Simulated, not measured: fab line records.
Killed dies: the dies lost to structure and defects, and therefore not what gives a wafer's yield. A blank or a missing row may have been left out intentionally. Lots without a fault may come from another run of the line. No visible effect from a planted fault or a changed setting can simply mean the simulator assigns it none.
fab line records -- flow n5_finfet
[record] lots = 10, wafers = 30, last_day = 18
route steps=1938 shown BEOL_M6@1251 TV_OPEN@1890 PAD_METAL@1896 PASSIVATION@1911
lots with no fault: from the same line, run without faults
start_h: hours from the record's first day to the start of the lot's first wafer shown -- wait_h: hours from the lot's prior step to this one -- " unchanged from the row above -- L1.1+2: a single row standing in for several wafers -- - no value, or no start was given -- * or withheld: withheld -- < > ~ a bound
route shown NAME@n: names a module that has steps shown in the file, with the first one's number in the route -- usual: mean/standard deviation of fault-free wafers -- same: alike in all rows -- chamber/n: place in a boat -- sites: per-site readings -- _std_site: their standard deviation -- _edge_site: inner sites' mean taken away from outer sites' mean -- radius_mm: how far each site lies from the wafer's centre -- mask NAME#n: copy n -- behind: the tool/chamber that last shaped the wafer -- hold: cause of the lot's hold/its duration in hours/its outcome -- device: whichever transistor did not switch (one of n, p or np) -- end of line: at the end of the route, the tests of the same wafers -- a step with no rows: only its recipe -- killed: dies lost to structure and defects at the first sort, not the wafer's yield -- map: dies across one wafer; x = killed, . = not, _ = none there
set.NAME: the setting the step ran with; set.NAME@STEP: the setting that earlier step ran with -- model.NAME: the simulator's own value behind a step, which no gauge read
steps of the route over a sample of lots; a table a step, a row a wafer
services: when a tool's chamber went out of use (start_h, in hours from the record's first day, below 0 if earlier), for how many hours, and the reason
[[steps]]
[step N5_BEOL_M6_ALD_77]
[recipe] material = TaN, target_thk_a = 20, temp_c = 275, ald_precursor_family = PDMAT, ald_co_reactant = NH3, pressure_torr = 3, carrier_flow_sccm = 1500, pulse_time_s = 2, purge_time_s = 3, co_reactant_purge_time_s = 2, co_reactant_pulse_time_s = 3, ald_cycles = 40, precursor_vessel_temp_c = 75, precursor_vessel_pressure_torr = 26.25, precursor_vessel_carrier_sccm = 1000
[usual] heater_power_w = 417/32, susceptor_temp_C = 275.01/0.18
lot.wafer,tool,chamber,start_h,wait_h,heater_power_w,susceptor_temp_C
L414.1,ald_metal-01,1,217.14,0.1,422,274.88
L414.2,ald_metal-01,3,217.14,0.1,393,274.90
L414.6,ald_metal-01,1,217.14,0.1,432,274.77
L418.1,ald_metal-04,2,239.22,0.0,481,274.76
L418.2,ald_metal-04,1,239.22,0.0,389,274.90
L418.6,ald_metal-04,2,239.22,0.0,474,274.97
L421.1,ald_metal-01,0,270.97,0.0,458,275.40
L421.2,ald_metal-01,3,270.97,0.0,393,274.85
L421.3,ald_metal-01,1,270.97,0.0,426,275.23
L422.1,ald_metal-02,0,276.16,0.0,369,275.04
L422.3,ald_metal-02,2,276.16,0.0,374,275.14
L422.4,ald_metal-02,3,276.16,0.0,415,274.95
L423.1,ald_metal-02,1,278.69,0.0,435,274.93
L423.4,ald_metal-02,3,278.69,0.0,429,275.20
L423.5,ald_metal-02,3,278.69,0.0,424,274.91
L425.3,ald_metal-01,3,283.09,0.0,399,275.06
L425.4,ald_metal-01,2,283.09,0.0,449,275.11
L425.6,ald_metal-01,0,283.09,0.0,457,274.80
L427.2,ald_metal-02,3,303.78,0.1,419,274.93
L427.3,ald_metal-02,1,303.78,0.1,425,274.83
L427.4,ald_metal-02,3,303.78,0.1,418,274.88
L428.1,ald_metal-01,1,307.76,0.1,440,274.84
L428.2,ald_metal-01,2,307.76,0.1,467,274.94
L428.4,ald_metal-01,0,307.76,0.1,456,274.85
L430.2,ald_metal-04,1,314.09,0.0,395,274.95
L430.3,ald_metal-04,3,314.09,0.0,409,274.84
L430.4,ald_metal-04,0,314.09,0.0,397,275.02
L432.1,ald_metal-01,1,328.58,0.0,434,275.30
L432.4,ald_metal-01,3,328.58,0.0,395,274.67
L432.5,ald_metal-01,0,328.58,0.0,458,274.90
[step N5_PASSIVATION_ETCH_15]
[recipe] chemistry = CF4/N2, target = SiCN, target_depth_a = 750, taper_deg = 2, time_s = 81.2, ion_energy_ev = 150, mask_material = SiNx, pressure_mtorr = 40, source_w = 430, bias_w = 70, Ar_flow_sccm = 100, cf4_flow_sccm = 60, n2_flow_sccm = 60
[usual] drypump_motor_current_A = 5.9/0.47, oes_product_au = 0.80/0.077, rf_fwd_power_W = 427.7/1.4, rf_vpp_V = 381.3/1.7, showerhead_plenum_p_Torr = 2.17/0.067, throttle_valve_pct = 15.45/0.22
[same] time_s = 81.2
lot.wafer,tool,chamber,start_h,wait_h,drypump_motor_current_A,oes_product_au,rf_fwd_power_W,rf_hours_counter_h,rf_vpp_V,showerhead_plenum_p_Torr,throttle_valve_pct
L414.1,rie_diel-03,1,-,-,5.6,0.94,426.9,8,382.8,2.16,15.53
L414.2,rie_diel-03,2,-,-,5.6,0.70,430.5,220,381.4,2.19,15.93
L414.6,rie_diel-03,2,-,-,5.6,0.69,430.8,-,379.9,2.19,15.94
L418.1,rie_diel-01,3,-,-,6.7,0.72,427.6,203,384.1,2.19,15.50
L418.2,rie_diel-01,1,-,-,5.9,0.81,425.8,113,381.3,2.12,15.30
L418.6,rie_diel-01,3,-,-,6.6,0.72,429.4,-,380.1,2.19,15.52
L421.1,rie_diel-01,2,-,-,6.0,0.85,429.2,66,381.0,2.14,15.44
L421.2,rie_diel-01,1,-,-,5.8,0.81,425.0,121,381.3,2.12,15.30
L421.3,rie_diel-01,3,-,-,6.7,0.72,429.6,210,382.1,2.19,15.53
L422.1,rie_diel-06,3,-,-,5.0,0.70,428.1,225,378.6,2.09,15.68
L422.3,rie_diel-06,0,-,-,6.2,0.80,428.4,102,379.0,2.14,15.27
L422.4,rie_diel-06,0,-,-,6.2,0.80,426.1,-,379.6,2.14,15.26
L425.3,rie_diel-01,3,-,-,6.6,0.71,429.5,212,382.3,2.18,15.52
L425.4,rie_diel-01,0,-,-,6.1,0.84,428.3,74,380.9,2.14,15.41
L425.6,rie_diel-01,1,-,-,5.9,0.81,426.0,-,379.6,2.12,15.29
L423.1,rie_diel-01,2,-,-,6.0,0.85,427.6,68,380.9,2.14,15.44
L423.4,rie_diel-01,1,-,-,5.9,0.81,425.8,123,379.2,2.12,15.29
L423.5,rie_diel-01,1,-,-,5.9,0.81,426.0,-,381.0,2.12,15.30
L427.2,rie_diel-06,1,-,-,5.3,0.93,425.8,3,386.2,2.37,15.04
L427.3,rie_diel-06,0,-,-,6.2,0.79,429.5,111,380.6,2.13,15.28
L427.4,rie_diel-06,1,-,-,5.3,0.93,426.7,-,386.0,2.37,15.05
L428.1,rie_diel-06,2,-,-,5.8,0.71,425.8,233,381.8,2.18,15.81
L428.2,rie_diel-06,3,-,-,5.0,0.70,427.8,237,380.5,2.09,15.69
L428.4,rie_diel-06,1,-,-,5.3,0.93,427.4,6,385.1,2.37,15.03
L430.2,rie_diel-06,0,-,-,6.2,0.79,429.8,115,381.0,2.13,15.28
L430.3,rie_diel-06,3,-,-,5.0,0.70,426.0,238,378.7,2.09,15.70
L430.4,rie_diel-06,2,-,-,5.8,0.70,427.2,234,381.7,2.18,15.82
L432.1,rie_diel-03,3,-,-,5.0,0.93,428.1,16,387.1,2.35,15.20
L432.4,rie_diel-03,0,-,-,6.0,0.80,426.8,-,382.7,2.21,15.47
L432.5,rie_diel-03,1,-,-,5.7,0.85,428.3,-,379.3,2.15,15.61
[step N5_PASSIVATION_AL_DEP_21]
[recipe] material = Al, target_thk_a = 28000, temp_c = 400, time_s = 170, power_w = 30000, chamber_pressure_pa = 0.4, gas = Ar
[usual] susceptor_temp_C = 400.03/0.22, throttle_valve_pct = 29.5/1.1
[same] time_s = 170
lot.wafer,tool,chamber,start_h,wait_h,susceptor_temp_C,throttle_valve_pct
L414.1,pvd_sputter-03,-,293.83,0.1,399.57,28.6
L414.2,pvd_sputter-03,-,293.83,0.1,400.32,28.6
L414.6,pvd_sputter-03,-,293.83,0.1,399.81,28.8
L418.1,pvd_sputter-02,-,319.88,0.1,399.90,30.4
L418.2,pvd_sputter-02,-,319.88,0.1,399.98,29.3
L418.6,pvd_sputter-02,-,319.88,0.1,399.67,29.4
L421.1,pvd_sputter-01,-,344.50,0.1,399.79,27.7
L421.2,pvd_sputter-01,-,344.50,0.1,399.98,27.8
L421.3,pvd_sputter-01,-,344.50,0.1,399.85,29.4
L422.1,pvd_sputter-02,-,349.61,0.1,400.10,30.2
L422.3,pvd_sputter-02,-,349.61,0.1,400.34,30.3
L422.4,pvd_sputter-02,-,349.61,0.1,400.17,31.1
L425.3,pvd_sputter-01,-,352.84,0.1,400.25,27.7
L425.4,pvd_sputter-01,-,352.84,0.1,399.76,27.9
L425.6,pvd_sputter-01,-,352.84,0.1,399.70,27.9
L423.1,pvd_sputter-01,-,353.48,0.1,400.24,27.8
L423.4,pvd_sputter-01,-,353.48,0.1,399.54,27.7
L423.5,pvd_sputter-01,-,353.48,0.1,399.78,28.8
L427.2,pvd_sputter-02,-,374.86,0.1,400.06,29.1
L427.3,pvd_sputter-02,-,374.86,0.1,400.04,31.0
L427.4,pvd_sputter-02,-,374.86,0.1,399.57,30.1
L428.1,pvd_sputter-02,-,386.24,0.1,400.17,29.5
L428.2,pvd_sputter-02,-,386.24,0.1,400.06,30.2
L428.4,pvd_sputter-02,-,386.24,0.1,400.06,29.9
L430.2,pvd_sputter-03,-,388.12,0.1,400.23,28.8
L430.3,pvd_sputter-03,-,388.12,0.1,400.11,28.7
L430.4,pvd_sputter-03,-,388.12,0.1,400.28,28.6
L432.1,pvd_sputter-03,-,414.94,0.1,399.76,28.6
L432.4,pvd_sputter-03,-,414.94,0.1,399.77,30.9
L432.5,pvd_sputter-03,-,414.94,0.1,400.34,28.5
[step N5_PASSIVATION_STRIP_34]
[recipe] chemistry = O2, power_w = 600, temp_c = 60, pressure_mtorr = 30, rf_frequency_hz = 6e+07, bias_power_w = 0, overash_fraction = 2, o2_flow_sccm = 225
[usual] drypump_motor_current_A = 5.6/0.45, oes_product_au = 0.79/0.071, rf_vpp_V = 3.9/1.6, showerhead_plenum_p_Torr = 2.09/0.064, throttle_valve_pct = 16.59/0.18
lot.wafer,tool,chamber,start_h,wait_h,drypump_motor_current_A,oes_product_au,rf_hours_counter_h,rf_vpp_V,showerhead_plenum_p_Torr,throttle_valve_pct
L414.1,rie_diel-05,1,295.12,0.1,5.4,0.89,35,6.2,2.06,16.63
L414.2,rie_diel-05,0,295.12,0.1,5.5,0.83,90,3.5,2.21,16.59
L414.6,rie_diel-05,0,295.12,0.1,5.5,0.82,-,3.7,2.21,16.60
L418.1,rie_diel-02,3,321.04,0.1,5.5,0.82,86,2.9,2.04,16.73
L418.2,rie_diel-02,1,321.04,0.1,5.4,0.83,52,3.0,2.10,16.55
L418.6,rie_diel-02,0,321.04,0.1,5.4,0.74,-,5.6,2.09,16.54
L421.1,rie_diel-05,0,346.03,0.1,5.6,0.79,113,6.4,2.20,16.65
L421.2,rie_diel-05,3,346.03,0.1,5.7,0.95,9,5.5,2.08,16.30
L421.3,rie_diel-05,1,346.03,0.1,5.4,0.85,57,1.1,2.05,16.60
L422.1,rie_diel-02,3,350.92,0.2,5.5,0.81,97,4.6,2.03,16.75
L422.3,rie_diel-02,0,350.92,0.2,5.4,0.76,174,4.0,2.09,16.58
L422.4,rie_diel-02,2,350.92,0.2,6.6,0.72,214,4.3,2.00,16.71
L425.3,rie_diel-02,1,354.24,0.2,5.4,0.84,64,2.3,2.10,16.51
L425.4,rie_diel-02,3,354.24,0.2,5.5,0.82,99,2.8,2.03,16.70
L425.6,rie_diel-02,3,354.24,0.2,5.5,0.79,-,2.3,2.03,16.74
L423.1,rie_diel-02,0,354.88,0.1,5.4,0.75,176,4.7,2.09,16.56
L423.4,rie_diel-02,3,354.88,0.1,5.5,0.81,99,1.2,2.03,16.74
L423.5,rie_diel-02,1,354.88,0.1,5.4,0.82,-,2.7,2.10,16.56
L427.2,rie_diel-04,1,376.15,0.1,5.4,0.81,73,4.4,2.04,16.30
L427.3,rie_diel-04,3,376.15,0.1,5.0,0.81,105,7.0,2.21,16.51
L427.4,rie_diel-04,0,376.15,0.1,5.9,0.70,239,2.5,2.07,16.70
L428.1,rie_diel-05,1,387.47,0.1,5.4,0.86,70,3.5,2.04,16.60
L428.2,rie_diel-05,3,387.47,0.1,5.7,0.90,23,4.4,2.07,16.33
L428.4,rie_diel-05,0,387.47,0.1,5.6,0.78,127,1.4,2.19,16.68
L430.2,rie_diel-02,0,389.35,0.2,5.4,0.74,188,4.1,2.09,16.57
L430.3,rie_diel-02,2,389.35,0.2,6.6,0.70,226,3.4,2.00,16.75
L430.4,rie_diel-02,1,389.35,0.2,5.4,0.82,76,1.4,2.09,16.58
L432.1,rie_diel-04,0,416.31,0.1,5.9,0.71,248,3.4,2.07,16.74
L432.4,rie_diel-04,1,416.31,0.1,5.3,0.79,-,4.2,2.04,16.37
L432.5,rie_diel-04,3,416.31,0.1,5.0,0.78,-,5.1,2.21,16.50
[step N5_PASSIVATION_PROBE_49]
[usual] defect_limited_yield = 91.0/1.5, killed_at_M0_to_M3 = 34/9.1, killed_at_M4_up = 14/5.7, killed_at_contacts = 13/5.7, killed_at_front_end = 42/12, killed_at_other = 4/3.4, killed_dies = 106/17, killed_open = 70/13, killed_short = 34/7.5, sort_bin_5_function = 5.2/0.94, sort_bin_6_memory = 3.4/0.69, sort_n_pass = 1074/17, sort_yield_pct = 91.0/1.5
[same] gross_dies = 1180, killed_at_back_side = 0, sort_bin_4_leakage[%] = 0, sort_bin_8_speed[%] = 0
lot.wafer,tool,chamber,start_h,wait_h,defect_limited_yield[%],killed_at_M0_to_M3,killed_at_M4_up,killed_at_contacts,killed_at_front_end,killed_at_other,killed_dies,killed_open,killed_short,sort_bin_5_function[%],sort_bin_6_memory[%],sort_n_pass,sort_yield_pct[%]
L414.1,prober-01,-,299.50,0.0,91.4,43,13,14,27,4,101,65,32,4.7,3.1,1079,91.4
L414.2,prober-01,-,299.55,0.1,90.8,41,9,15,37,6,108,68,39,6.0,2.8,1072,90.8
L414.6,prober-01,-,299.75,0.3,91.3,40,12,14,35,2,103,62,40,4.7,3.8,1077,91.3
L418.1,prober-02,-,325.77,0.0,79.0,59,119,11,56,3,248,95,42,14.1,5.1,932,79.0
L418.2,prober-02,-,325.82,0.1,89.2,50,9,8,60,0,127,88,39,6.2,4.3,1053,89.2
L418.6,prober-02,-,326.02,0.3,79.8,51,123,5,58,1,238,86,33,13.2,4.6,942,79.8
L421.1,prober-01,-,351.56,0.0,91.9,49,9,8,27,2,95,64,31,4.8,2.7,1085,91.9
L421.2,prober-01,-,351.61,0.1,91.6,27,11,13,47,1,99,65,34,4.1,4.1,1081,91.6
L421.3,prober-01,-,351.66,0.1,91.1,31,6,10,55,3,105,68,37,4.9,3.4,1075,91.1
L422.1,prober-02,-,356.70,0.0,91.9,26,12,10,45,3,96,65,28,4.5,3.2,1084,91.9
L422.3,prober-02,-,356.80,0.1,90.8,27,7,13,59,2,108,72,34,5.7,3.1,1072,90.8
L422.4,prober-02,-,356.85,0.2,91.4,21,13,13,50,4,101,74,24,5.4,2.9,1079,91.4
L425.3,prober-01,-,358.59,0.1,92.0,26,11,13,34,10,94,50,44,4.7,3.0,1086,92.0
L425.4,prober-01,-,358.64,0.2,93.1,29,18,4,28,2,81,61,20,3.6,3.1,1099,93.1
L425.6,prober-01,-,358.74,0.3,89.4,50,17,17,20,21,125,83,41,5.8,4.3,1055,89.4
L423.1,prober-02,-,359.47,0.0,93.8,25,13,3,28,4,73,45,23,3.7,2.1,1107,93.8
L423.4,prober-02,-,359.62,0.2,92.5,26,24,6,23,10,89,53,32,4.5,2.6,1091,92.5
L423.5,prober-02,-,359.67,0.2,91.5,26,22,10,32,10,100,62,36,5.0,2.9,1080,91.5
L427.2,prober-01,-,380.92,0.1,92.2,20,17,19,35,1,92,66,26,4.2,3.3,1088,92.2
L427.3,prober-01,-,380.97,0.1,89.9,36,11,14,48,10,119,79,39,6.1,3.9,1061,89.9
L427.4,prober-01,-,381.02,0.2,91.3,35,12,13,42,1,103,72,31,5.5,3.1,1077,91.3
L428.1,prober-01,-,391.70,0.0,89.5,38,19,8,53,6,124,80,41,5.9,4.2,1056,89.5
L428.2,prober-01,-,391.75,0.1,90.5,21,13,5,70,3,112,85,26,5.7,3.7,1068,90.5
L428.4,prober-01,-,391.85,0.2,90.3,27,22,6,54,5,114,75,38,5.8,3.4,1066,90.3
L430.2,prober-02,-,395.77,0.1,91.0,29,19,22,36,0,106,81,22,5.2,3.5,1074,91.0
L430.3,prober-02,-,395.82,0.1,91.7,18,22,13,43,2,98,63,35,5.1,3.1,1082,91.7
L430.4,prober-02,-,395.87,0.2,91.3,35,18,12,38,0,103,58,41,5.2,3.5,1077,91.3
L432.1,prober-01,-,421.81,0.0,93.3,32,9,16,21,1,79,58,20,4.0,2.7,1101,93.3
L432.4,prober-01,-,421.96,0.2,91.9,31,13,12,37,3,96,65,30,3.8,4.1,1084,91.9
L432.5,prober-01,-,422.01,0.2,88.3,49,11,25,51,2,138,92,44,7.5,3.9,1042,88.3
// killed by level:class
L414.1 BEOL_M3:geometric_particle:open=13 MOL_CONTACT_COAG:geometric_particle:open=10 STI_FIN_REVEAL:geometric_particle:open=7 BEOL_M0_SAQP:geometric_particle:open=7 BEOL_M2:geometric_particle:open=6 GATE_CUT:geometric_particle:short=5 BEOL_M1:geometric_particle:open=5 MOL_CONTACT_COAG:geometric_particle:short=4
L414.2 MOL_CONTACT_COAG:geometric_particle:open=13 BEOL_M0_SAQP:geometric_particle:open=10 FIN_SAQP:geometric_particle:short=7 BEOL_M0_SAQP:geometric_particle:short=7 BEOL_M1:geometric_particle:open=6 BEOL_M2:geometric_particle:open=6 STARTING-WAFER:geometric_particle:open=5 STARTING-WAFER:geometric_particle:short=5
L414.6 MOL_CONTACT_COAG:geometric_particle:open=12 BEOL_M3:geometric_particle:open=8 BEOL_M0_SAQP:geometric_particle:short=7 BEOL_M0_SAQP:geometric_particle:open=7 FIN_SAQP:geometric_particle:short=6 BEOL_M2:geometric_particle:open=6 FIN_SAQP:geometric_particle:open=5 STARTING-WAFER:geometric_particle:short=5
L418.1 BEOL_M6:unspecified=111 BEOL_M3:geometric_particle:open=23 BEOL_M2:geometric_particle:open=18 FIN_SAQP:geometric_particle:open=13 MOL_CONTACT_COAG:geometric_particle:open=9 FIN_SAQP:geometric_particle:short=8 STI_FIN_REVEAL:geometric_particle:open=8 BEOL_M3:geometric_particle:short=7
L418.2 STI_FIN_REVEAL:geometric_particle:open=21 BEOL_M3:geometric_particle:open=17 BEOL_M2:geometric_particle:open=9 STI_FIN_REVEAL:geometric_particle:short=8 BEOL_M0_SAQP:geometric_particle:short=8 MOL_CONTACT_COAG:geometric_particle:open=7 FIN_SAQP:geometric_particle:open=6 FIN_SAQP:geometric_particle:short=5
L418.6 BEOL_M6:unspecified=116 BEOL_M3:geometric_particle:open=20 STI_FIN_REVEAL:geometric_particle:open=16 BEOL_M0_SAQP:geometric_particle:open=14 FIN_SAQP:geometric_particle:open=13 FIN_SAQP:geometric_particle:short=9 BEOL_M0_SAQP:geometric_particle:short=8 BEOL_M4:geometric_particle:open=6
L421.1 BEOL_M2:geometric_particle:open=12 STI_FIN_REVEAL:geometric_particle:open=10 BEOL_M0_SAQP:geometric_particle:short=9 MOL_CONTACT_COAG:geometric_particle:open=7 BEOL_M0_SAQP:geometric_particle:open=7 BEOL_M1:geometric_particle:open=7 GATE_CUT:geometric_particle:short=6 BEOL_M3:geometric_particle:open=6
L421.2 MOL_CONTACT_COAG:geometric_particle:open=11 STI_FIN_REVEAL:geometric_particle:open=10 BEOL_M2:geometric_particle:open=9 GATE_CUT:geometric_particle:short=8 GATE_CUT:geometric_particle:open=7 FIN_SAQP:geometric_particle:short=6 BEOL_M0_SAQP:geometric_particle:short=6 FIN_SAQP:geometric_particle:open=5
L421.3 STI_FIN_REVEAL:geometric_particle:open=23 FIN_SAQP:geometric_particle:open=10 BEOL_M0_SAQP:geometric_particle:short=10 MOL_CONTACT_COAG:geometric_particle:open=9 BEOL_M0_SAQP:geometric_particle:open=9 FIN_SAQP:geometric_particle:short=6 GATE_CUT:geometric_particle:short=6 BEOL_M2:geometric_particle:open=4
L422.1 FIN_SAQP:geometric_particle:open=12 BEOL_M3:geometric_particle:open=7 FIN_SAQP:geometric_particle:short=6 MOL_CONTACT_COAG:geometric_particle:open=6 STI_FIN_REVEAL:geometric_particle:open=5 BEOL_M0_SAQP:geometric_particle:open=5 BEOL_M1:geometric_particle:open=5 DUMMY_GATE:geometric_particle:open=4
L422.3 FIN_SAQP:geometric_particle:open=19 FIN_SAQP:geometric_particle:short=11 STI_FIN_REVEAL:geometric_particle:open=10 MOL_CONTACT_COAG:geometric_particle:open=9 BEOL_M3:geometric_particle:open=8 BEOL_M0_SAQP:geometric_particle:short=5 DUMMY_GATE:geometric_particle:open=4 GATE_CUT:geometric_particle:open=4
L422.4 FIN_SAQP:geometric_particle:open=17 MOL_CONTACT_COAG:geometric_particle:open=12 GATE_CUT:geometric_particle:open=6 BEOL_M0_SAQP:geometric_particle:short=5 BEOL_M3:geometric_particle:open=5 FIN_SAQP:geometric_particle:short=4 STI_FIN_REVEAL:geometric_particle:open=4 DUMMY_GATE:geometric_particle:open=4
L425.3 MOL_CONTACT_COAG:geometric_particle:open=11 FIN_SAQP:geometric_particle:short=9 FIN_SAQP:geometric_particle:open=7 BEOL_M0_SAQP:geometric_particle:short=6 BEOL_M3:geometric_particle:open=6 BEOL_M3:geometric_particle:short=6 PASS1_CAP:geometric_particle:short=5 STI_FIN_REVEAL:geometric_particle:open=3
L425.4 FIN_SAQP:geometric_particle:open=11 BEOL_M0_SAQP:geometric_particle:open=9 BEOL_M3:geometric_particle:open=7 BEOL_M4:geometric_particle:open=6 BEOL_M7:geometric_particle:open=6 FIN_SAQP:geometric_particle:short=5 STI_FIN_REVEAL:geometric_particle:open=5 BEOL_M0_SAQP:geometric_particle:short=5
L425.6 BEOL_M3:geometric_particle:open=14 MOL_CONTACT_COAG:geometric_particle:open=12 BEOL_M0_SAQP:geometric_particle:open=9 BEOL_M1:geometric_particle:open=8 BEOL_M3:geometric_particle:short=7 MOL_CONTACT_COAG:geometric_particle:short=5 BEOL_M4:geometric_particle:open=5 BEOL_M7:geometric_particle:open=5
L423.1 BEOL_M0_SAQP:geometric_particle:open=8 STI_FIN_REVEAL:geometric_particle:open=7 BEOL_M1:geometric_particle:open=7 FIN_SAQP:geometric_particle:open=6 BEOL_M0_SAQP:geometric_particle:short=5 DUMMY_GATE:geometric_particle:open=4 GATE_CUT:geometric_particle:short=3 BEOL_M2:geometric_particle:open=3
L423.4 BEOL_M4:geometric_particle:open=8 BEOL_M0_SAQP:geometric_particle:short=7 BEOL_M2:geometric_particle:open=7 FIN_SAQP:geometric_particle:open=5 BEOL_M0_SAQP:geometric_particle:open=5 BEOL_M4:geometric_particle:short=5 PASS1_CAP:geometric_particle:short=5 GATE_CUT:geometric_particle:open=4
L423.5 BEOL_M5:geometric_particle:open=7 MOL_CONTACT_COAG:geometric_particle:open=7 BEOL_M0_SAQP:geometric_particle:short=7 BEOL_M0_SAQP:geometric_particle:open=5 BEOL_M1:geometric_particle:open=5 BEOL_M3:geometric_particle:open=5 BEOL_M4:geometric_particle:open=5 FIN_SAQP:geometric_particle:open=4
L427.2 MOL_CONTACT_COAG:geometric_particle:open=14 BEOL_M7:geometric_particle:open=7 FIN_SAQP:geometric_particle:open=6 BEOL_M1:geometric_particle:open=6 FIN_SAQP:geometric_particle:short=5 STI_FIN_REVEAL:geometric_particle:open=5 MOL_CONTACT_COAG:geometric_particle:short=5 DUMMY_GATE:geometric_particle:open=4
L427.3 FIN_SAQP:geometric_particle:open=12 MOL_CONTACT_COAG:geometric_particle:open=12 BEOL_M1:geometric_particle:open=9 FIN_SAQP:geometric_particle:short=8 BEOL_M1:geometric_particle:short=8 DUMMY_GATE:geometric_particle:open=5 BEOL_M2:geometric_particle:open=5 BEOL_M3:geometric_particle:open=5
L427.4 FIN_SAQP:geometric_particle:open=12 MOL_CONTACT_COAG:geometric_particle:open=10 FIN_SAQP:geometric_particle:short=9 STI_FIN_REVEAL:geometric_particle:open=8 BEOL_M0_SAQP:geometric_particle:short=7 BEOL_M1:geometric_particle:open=7 BEOL_M2:geometric_particle:open=7 BEOL_M3:geometric_particle:open=5
L428.1 BEOL_M3:geometric_particle:open=13 DUMMY_GATE:geometric_particle:open=12 BEOL_M4:geometric_particle:open=11 FIN_SAQP:geometric_particle:short=9 BEOL_M0_SAQP:geometric_particle:short=9 STI_FIN_REVEAL:geometric_particle:open=8 BEOL_M0_SAQP:geometric_particle:open=7 FIN_SAQP:geometric_particle:open=5
L428.2 DUMMY_GATE:geometric_particle:open=18 STI_FIN_REVEAL:geometric_particle:open=17 FIN_SAQP:geometric_particle:open=16 BEOL_M4:geometric_particle:open=10 BEOL_M0_SAQP:geometric_particle:open=7 BEOL_M0_SAQP:geometric_particle:short=6 GATE_CUT:geometric_particle:open=5 DUMMY_GATE:geometric_particle:short=4
L428.4 FIN_SAQP:geometric_particle:open=13 BEOL_M4:geometric_particle:open=11 FIN_SAQP:geometric_particle:short=10 STI_FIN_REVEAL:geometric_particle:open=8 DUMMY_GATE:geometric_particle:open=6 GATE_CUT:geometric_particle:short=6 MOL_CONTACT_COAG:geometric_particle:open=6 BEOL_M0_SAQP:geometric_particle:short=6
L430.2 MOL_CONTACT_COAG:geometric_particle:open=17 STI_FIN_REVEAL:geometric_particle:open=10 BEOL_M1:geometric_particle:open=10 BEOL_M4:geometric_particle:open=8 BEOL_M3:geometric_particle:open=7 FIN_SAQP:geometric_particle:open=6 MOL_CONTACT_COAG:geometric_particle:short=5 BEOL_M5:geometric_particle:open=4
L430.3 BEOL_M4:geometric_particle:open=15 FIN_SAQP:geometric_particle:short=10 MOL_CONTACT_COAG:geometric_particle:open=10 GATE_CUT:geometric_particle:short=8 FIN_SAQP:geometric_particle:open=7 BEOL_M2:geometric_particle:open=6 STI_FIN_REVEAL:geometric_particle:open=4 BEOL_M0_SAQP:geometric_particle:open=4
L430.4 FIN_SAQP:geometric_particle:short=14 BEOL_M1:geometric_particle:open=11 MOL_CONTACT_COAG:geometric_particle:open=10 BEOL_M0_SAQP:geometric_particle:short=9 GATE_CUT:geometric_particle:short=7 STI_FIN_REVEAL:geometric_particle:open=6 FIN_SAQP:geometric_particle:open=5 BEOL_M4:geometric_particle:open=5
L432.1 MOL_CONTACT_COAG:geometric_particle:open=14 BEOL_M2:geometric_particle:open=8 FIN_SAQP:geometric_particle:open=6 BEOL_M0_SAQP:geometric_particle:open=6 BEOL_M0_SAQP:geometric_particle:short=5 BEOL_M1:geometric_particle:open=4 STI_FIN_REVEAL:geometric_particle:open=3 BEOL_M0:geometric_particle:short=3
L432.4 BEOL_M2:geometric_particle:open=10 MOL_CONTACT_COAG:geometric_particle:open=10 BEOL_M3:geometric_particle:open=7 FIN_SAQP:geometric_particle:short=6 FIN_SAQP:geometric_particle:open=6 STI_FIN_REVEAL:geometric_particle:open=5 DUMMY_GATE:geometric_particle:open=5 BEOL_M1:geometric_particle:open=4
L432.5 MOL_CONTACT_COAG:geometric_particle:open=17 FIN_SAQP:geometric_particle:open=16 BEOL_M1:geometric_particle:open=10 BEOL_M3:geometric_particle:open=10 BEOL_M2:geometric_particle:open=9 FIN_SAQP:geometric_particle:short=8 MOL_CONTACT_COAG:geometric_particle:short=8 BEOL_M2:geometric_particle:short=8
[[services]]
tool,chamber,start_h,hours,kind
rie_diel-06,-,193.26,2.8,pm
rie_diel-05,3,207.52,3.0,repair
ald_metal-02,-,208.27,0.6,repair
rie_diel-06,1,217.57,10.0,repair
ald_metal-02,-,233.97,0.9,repair
rie_diel-06,-,278.78,15.6,pm
ald_metal-02,2,281.18,43.6,repair
rie_diel-02,3,307.91,13.1,repair
ald_metal-01,-,320.16,0.7,repair
ald_metal-01,-,337.25,14.0,pm
rie_diel-05,1,337.55,4.0,repair
pvd_sputter-03,-,341.47,6.6,repair
rie_diel-05,-,352.42,0.5,repair
pvd_sputter-01,-,369.52,4.6,repair
rie_diel-02,-,372.06,0.2,repair
rie_diel-06,2,373.65,8.9,repair
ald_metal-02,-,376.42,0.4,repair
rie_diel-06,0,387.97,4.6,repair
rie_diel-05,-,389.51,2.8,pm
pvd_sputter-01,-,390.82,1.7,repair
pvd_sputter-03,-,393.43,2.3,repair
rie_diel-01,1,402.93,5.7,repair
rie_diel-06,3,408.98,12.4,repair
rie_diel-06,0,411.14,2.6,repair
[[key]]
[first_sign] step = N5_PASSIVATION_PROBE_49, reading = killed_at_M4_up, direction = up, sigmas = 19, usual = 14, struck = 121
[effect] step = N5_PASSIVATION_PROBE_49, reading = defect_limited_yield, direction = down, sigmas = 7.9, usual = 91.0, struck = 79.4
[more_kills_born_at] N5_BEOL_M6_ALD_77@ald_metal-04 = 227
met_at N5_BEOL_M6_ALD_77
struck_lots L418
struck_wafers L418.1,L418.6
not_acting_at N5_PASSIVATION_ETCH_15,N5_PASSIVATION_AL_DEP_21,N5_PASSIVATION_STRIP_34
[fault] kind = chamber_particle_source, tool = ald_metal-04, chamber = 2, onset_h = 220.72, steps = N5_BEOL_M6_ALD_77, rate_per_visit_cm2 = 0.76777, end_h = 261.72
